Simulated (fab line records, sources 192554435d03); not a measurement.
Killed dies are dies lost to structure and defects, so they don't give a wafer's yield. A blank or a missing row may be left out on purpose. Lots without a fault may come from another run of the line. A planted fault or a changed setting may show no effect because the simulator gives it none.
Which tool did it? | flow n5_finfet | 10 lots, 30 wafers sampled, at 4 steps of a route of 1938

WHAT THE GAUGES READ, wafer by wafer
The record holds no reading of a measuring or inspecting step that can be judged against a usual standard deviation.

WHICH TOOL RAN EACH LOT (tool, then ch and the chambers of the sampled wafers, then the start)
lot  | N5_BEOL_M14_STRIP_37               | N5_BEOL_M14_DEGAS_41         | N5_BEOL_M15_ETCH_59                | N5_BEOL_M15_STRIP_63
L201 | rie_diel-04 ch 0,2,3, day 11 10:23 | pvd_sputter-01, day 11 10:46 | rie_diel-05 ch 0,1,2, day 11 12:56 | rie_diel-05 ch 0,1,2, no start
L200 | rie_diel-04 ch 0,1,2, day 11 14:07 | pvd_sputter-02, day 11 14:57 | rie_diel-02 ch 0,1, day 11 17:15   | rie_diel-02 ch 0,1, no start
L202 | rie_diel-01 ch 0,3, day 11 20:29   | pvd_sputter-03, day 11 22:14 | rie_diel-02 ch 0,2, day 12 00:18   | rie_diel-02 ch 0,2, no start
L206 | rie_diel-03 ch 0,1,3, day 12 14:29 | pvd_sputter-02, day 12 15:07 | rie_diel-05 ch 1,3, day 12 17:24   | rie_diel-05 ch 1,3, no start
L205 | rie_diel-04 ch 0,1,3, day 12 15:22 | pvd_sputter-02, day 12 16:02 | rie_diel-05 ch 1,2,3, day 12 18:50 | rie_diel-05 ch 1,2,3, no start
L207 | rie_diel-03 ch 0,1, day 12 20:07   | pvd_sputter-02, day 12 20:56 | rie_diel-02 ch 0,3, day 12 22:58   | rie_diel-02 ch 0,3, no start
L209 | rie_diel-01 ch 0,1, day 13 11:51   | pvd_sputter-02, day 13 12:16 | rie_diel-06 ch 0,3, day 13 14:25   | rie_diel-06 ch 0,3, no start
L216 | rie_diel-04 ch 1,2,3, day 15 13:18 | pvd_sputter-03, day 15 13:53 | rie_diel-05 ch 0,1,2, day 15 15:55 | rie_diel-05 ch 0,1,2, no start
L217 | rie_diel-04 ch 0,1,3, day 15 13:28 | pvd_sputter-01, day 15 14:01 | rie_diel-02 ch 0,1,3, day 15 16:19 | rie_diel-02 ch 0,1,3, no start
L218 | rie_diel-04 ch 0,1, day 15 23:24   | pvd_sputter-01, day 16 01:16 | rie_diel-05 ch 0,2,3, day 16 03:18 | rie_diel-05 ch 0,2,3, no start
- N5_BEOL_M14_STRIP_37: strips in O2.
- N5_BEOL_M14_DEGAS_41: time 60 s.
- N5_BEOL_M15_ETCH_59: etches BARC in N2/H2, target depth 89 nm, overetch 26.7 nm, time 67.9 s.
- N5_BEOL_M15_STRIP_63: strips in O2.

WHAT THE TOOLS THEMSELVES READ (means of the sampled wafers that have a number; where no wafer has one, the mark that the record gives instead)
N5_BEOL_M14_STRIP_37. Usual: drypump_motor_current_A 5.7 A, standard deviation 0.49; oes_product_au 0.80 a.u., standard deviation 0.082; rf_vpp_V 3.7 V, standard deviation 0.93; showerhead_plenum_p_Torr 2.13 Torr, standard deviation 0.085; throttle_valve_pct 16.62 %, standard deviation 0.21.
lot  | tool        | drypump_motor_current_A (A) | oes_product_au (a.u.) | rf_vpp_V (V) | showerhead_plenum_p_Torr (Torr) | throttle_valve_pct (%) | flag
L201 | rie_diel-04 | 5.2                         | 0.80                  | 2.9          | 2.13                            | 16.54                  |
L200 | rie_diel-04 | 5.5                         | 0.85                  | 3.6          | 2.15                            | 16.48                  |
L202 | rie_diel-01 | 6.0                         | 0.72                  | 3.7          | 2.13                            | 16.63                  |
L206 | rie_diel-03 | 5.7                         | 0.72                  | 4.0          | 2.16                            | 16.85                  |
L205 | rie_diel-04 | 5.4                         | 0.80                  | 4.7          | 2.08                            | 16.66                  |
L207 | rie_diel-03 | 5.9                         | 0.73                  | 4.1          | 2.17                            | 16.86                  |
L209 | rie_diel-01 | 6.0                         | 0.71                  | 3.6          | 2.04                            | 16.77                  |
L216 | rie_diel-04 | 5.3                         | 0.76                  | 3.4          | 2.06                            | 16.56                  |
L217 | rie_diel-04 | 5.4                         | 0.78                  | 2.9          | 2.08                            | 16.72                  |
L218 | rie_diel-04 | 5.7                         | 0.84                  | 4.0          | 2.10                            | 16.65                  |

N5_BEOL_M14_DEGAS_41. Usual: heater_power_w 447 W, standard deviation 55.
lot  | tool           | heater_power_w (W) | flag
L201 | pvd_sputter-01 | 463                |
L200 | pvd_sputter-02 | 457                |
L202 | pvd_sputter-03 | 502                |
L206 | pvd_sputter-02 | 421                |
L205 | pvd_sputter-02 | 437                |
L207 | pvd_sputter-02 | 397                |
L209 | pvd_sputter-02 | 459                |
L216 | pvd_sputter-03 | 471                |
L217 | pvd_sputter-01 | 408                |
L218 | pvd_sputter-01 | 439                |

N5_BEOL_M15_ETCH_59. Usual: drypump_motor_current_A 5.5 A, standard deviation 0.41; oes_product_au 0.67 a.u., standard deviation 0.057; rf_vpp_V 524.0 V, standard deviation 2.6; run_length_s 91.4 s, standard deviation 0.5; showerhead_plenum_p_Torr 2.55 Torr, standard deviation 0.098; throttle_valve_pct 17.84 %, standard deviation 0.23.
lot  | tool        | drypump_motor_current_A (A) | oes_product_au (a.u.) | rf_vpp_V (V) | run_length_s (s) | showerhead_plenum_p_Torr (Torr) | throttle_valve_pct (%) | flag
L201 | rie_diel-05 | 5.7                         | 0.71                  | 526.6        | 91.4             | 2.62                            | 17.92                  |
L200 | rie_diel-02 | 5.3                         | 0.63                  | 522.7        | 91.4             | 2.47                            | 17.67                  |
L202 | rie_diel-02 | 5.6                         | 0.61                  | 523.5        | 91.3             | 2.50                            | 17.92                  |
L206 | rie_diel-05 | 5.4                         | 0.72                  | 525.0        | 91.4             | 2.60                            | 18.07                  |
L205 | rie_diel-05 | 5.4                         | 0.71                  | 525.8        | 91.3             | 2.63                            | 18.01                  |
L207 | rie_diel-02 | 5.2                         | 0.62                  | 524.4        | 91.3             | 2.55                            | 17.89                  |
L209 | rie_diel-06 | 5.8                         | 0.67                  | 521.0        | 91.1             | 2.41                            | 17.56                  |
L216 | rie_diel-05 | 5.6                         | 0.70                  | 525.1        | 89.1             | 2.61                            | 17.98                  | OFF
L217 | rie_diel-02 | 5.5                         | 0.61                  | 523.3        | 91.7             | 2.51                            | 17.86                  |
L218 | rie_diel-05 | 5.5                         | 0.69                  | 525.1        | 89.6             | 2.61                            | 17.93                  | OFF

N5_BEOL_M15_STRIP_63. Usual: drypump_motor_current_A 5.5 A, standard deviation 0.4; oes_product_au 0.78 a.u., standard deviation 0.064; rf_vpp_V 3.5 V, standard deviation 0.66; showerhead_plenum_p_Torr 2.10 Torr, standard deviation 0.077; throttle_valve_pct 16.61 %, standard deviation 0.16.
lot  | tool        | drypump_motor_current_A (A) | oes_product_au (a.u.) | rf_vpp_V (V) | showerhead_plenum_p_Torr (Torr) | throttle_valve_pct (%) | flag
L201 | rie_diel-05 | 5.7                         | 0.82                  | 4.2          | 2.15                            | 16.61                  |
L200 | rie_diel-02 | 5.4                         | 0.74                  | 3.1          | 2.06                            | 16.63                  |
L202 | rie_diel-02 | 5.6                         | 0.71                  | 3.3          | 2.06                            | 16.79                  |
L206 | rie_diel-05 | 5.4                         | 0.81                  | 3.3          | 2.13                            | 16.67                  |
L205 | rie_diel-05 | 5.4                         | 0.82                  | 3.8          | 2.16                            | 16.65                  |
L207 | rie_diel-02 | 5.2                         | 0.72                  | 4.1          | 2.11                            | 16.75                  |
L209 | rie_diel-06 | 5.8                         | 0.80                  | 3.5          | 1.98                            | 16.39                  |
L216 | rie_diel-05 | 5.6                         | 0.79                  | 4.0          | 2.14                            | 16.67                  |
L217 | rie_diel-02 | 5.5                         | 0.72                  | 3.5          | 2.07                            | 16.65                  |
L218 | rie_diel-05 | 5.4                         | 0.76                  | 3.3          | 2.14                            | 16.65                  |

THE ANSWER, worked out from the rows above alone
Rule: a lot is off if the mean of its wafers that have a number lies more than 3 standard deviations from the usual mean. A lot without any number at a reading at which 4 lots or more have one is off too. The other lots that the step has rows for count as sound. The gauges are gone through in route order, then the tools' own readings, and for those a lot's mean is taken as printed above. The first step at which some lot is off is used, and at that step the reading that is off furthest; a lot without a number counts as furthest.
Off: L216, L218, at N5_BEOL_M15_ETCH_59 (run_length_s).
A tool fits if, at that step or a process step before it, it ran every lot that is off, and no sound lot after the first of them. One fits: rie_diel-05 at N5_BEOL_M15_ETCH_59. Its last sound lot is L205 (day 12 18:50), its first lot that is off L216 (day 15 15:55): a fault that began between those two fits.
The tool's own readings at N5_BEOL_M15_ETCH_59 bear it out: on the lots that are off they differ by more than 5 times the standard deviation of the sound lots' means. run_length_s reads 89.3 s there against 91.4 s on the sound lots.

WHAT THE SIMULATOR HAD PUT IN
Process parameter drift: rie_diel-05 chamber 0, from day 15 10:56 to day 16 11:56, at N5_BEOL_M15_ETCH_59. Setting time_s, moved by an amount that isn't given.
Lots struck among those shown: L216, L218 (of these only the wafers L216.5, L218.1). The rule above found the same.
